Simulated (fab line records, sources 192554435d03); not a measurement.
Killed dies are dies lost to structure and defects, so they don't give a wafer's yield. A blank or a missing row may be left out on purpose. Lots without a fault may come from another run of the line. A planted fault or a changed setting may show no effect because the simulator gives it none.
Which tool did it? | flow n5_finfet | 11 lots, 29 wafers sampled, at 2 steps of a route of 1938

WHAT THE GAUGES READ, wafer by wafer
N5_BEOL_M9_CD_MEAS_11: target cd 64.1 nm.
lot  | measured     | on        | cd_nm (nm)
L880 | day 9 15:40  | cd_sem-03 | 63.0 63.3 63.5
L882 | day 10 21:30 | cd_sem-02 | 63.8 64.2
L885 | day 11 04:52 | cd_sem-01 | 63.8 64.3 63.1
L883 | day 11 07:37 | cd_sem-02 | 64.1 63.1 62.8
L884 | day 11 08:35 | cd_sem-03 | 64.5 63.8 64.4
L886 | day 11 20:10 | cd_sem-02 | 63.1 62.5 63.5
L887 | day 12 10:07 | cd_sem-02 | 64.0 64.0 63.6
L891 | day 12 23:16 | cd_sem-03 | 64.1 64.0
L893 | day 13 02:38 | cd_sem-02 | 64.9 64.0
L899 | day 14 21:08 | cd_sem-01 | 62.9 64.0 63.5
L901 | day 15 04:35 | cd_sem-01 | 63.6 63.8

WHICH TOOL RAN EACH LOT (tool, then ch and the chambers of the sampled wafers, then the start)
lot  | N5_BEOL_M8_ANNEAL_51
L880 | rtp_anneal-02 ch 0, day 9 12:35
L882 | rtp_anneal-02 ch 0, day 10 19:06
L885 | rtp_anneal-01 ch 0, day 11 01:30
L883 | rtp_anneal-01 ch 0, day 11 04:23
L884 | rtp_anneal-01 ch 0, day 11 05:07
L886 | rtp_anneal-01 ch 0, day 11 17:22
L887 | rtp_anneal-02 ch 0, day 12 06:11
L891 | rtp_anneal-02 ch 0, day 12 20:43
L893 | rtp_anneal-01 ch 0, day 13 00:29
L899 | rtp_anneal-01 ch 0, day 14 19:17
L901 | rtp_anneal-01 ch 0, day 15 02:08
- N5_BEOL_M8_ANNEAL_51: time 90 s.

THE ANSWER, worked out from the rows above alone
Rule: what is usual is taken from the lots themselves. Put in order of their means at a reading, lots are off if they are a third of the lots or fewer, leave a main group of 4 or more, and stand apart from it by a gap of 3 or more times the standard deviation of the main group's means; of several such gaps the widest counts. A main group whose means are all the same, to the digits that the tables above print for the reading, isn't used. A lot without any number at a reading at which 4 lots or more have one is off too. The other lots that the step has rows for count as sound.
No lot is off at any reading shown: from this, nothing can be told.

WHAT THE SIMULATOR HAD PUT IN
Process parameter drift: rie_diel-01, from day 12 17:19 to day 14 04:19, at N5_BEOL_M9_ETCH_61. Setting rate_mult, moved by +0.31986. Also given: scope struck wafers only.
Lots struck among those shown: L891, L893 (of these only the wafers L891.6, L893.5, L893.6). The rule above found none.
